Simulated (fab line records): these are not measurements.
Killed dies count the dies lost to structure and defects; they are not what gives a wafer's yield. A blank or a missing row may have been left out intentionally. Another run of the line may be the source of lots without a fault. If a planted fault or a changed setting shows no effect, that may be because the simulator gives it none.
Matching of chambers    flow n5Finfet    4 sister chambers for N5_HKMG_FIN_CMP_94 on cmp-02
The step polishes, stops on SiNx, t overpolish 4.7 s, target thk 43.299 nm. 4 wafers are shown with their chamber, then 7 later ones without.

== WAFERS WITH THEIR CHAMBER ==
wafer   chamber  motorCurrentA (A)
L417.1  1        11.2
L417.2  2        12.0
L423.1  3        11.5
L423.5  0        12.4

== WAFERS WITHOUT THEIR CHAMBER ==
wafer   motorCurrentA (A)
L423.6  11.6
L425.1  12.1
L425.3  11.5
L425.4  12.8
L426.2  12.0
L426.4  11.9
L426.5  11.7

== CHAMBER TAKEN BY EACH ==
wafer   from the rows above           in truth
L423.6  can't be placed: 3 or 1 or 2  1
L425.1  can't be placed: 2 or 0       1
L425.3  can't be placed: 3 or 1       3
L425.4  0                             0
L426.2  2                             2
L426.4  can't be placed: 2 or 3       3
L426.5  can't be placed: 3 or 2 or 1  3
Placed correctly: 2 of 7. Cannot be placed on the basis of these rows: 5; the candidates contain the true chamber in 4. Wrongly placed: 0.
How it was worked out, from the rows above alone: a wafer's distance from a chamber is the root of the sum, over the readings, of the square of ((its reading less the chamber's mean) divided by the reading's scatter). If the next closest chamber is less than 2 further off than the closest, the wafer can't be placed; otherwise it belongs to the closest. A chamber's mean is the mean of its shown wafers. The scatter: with one shown wafer a chamber, the root of the mean of the squares of how far each hidden wafer lies from its nearest shown one.
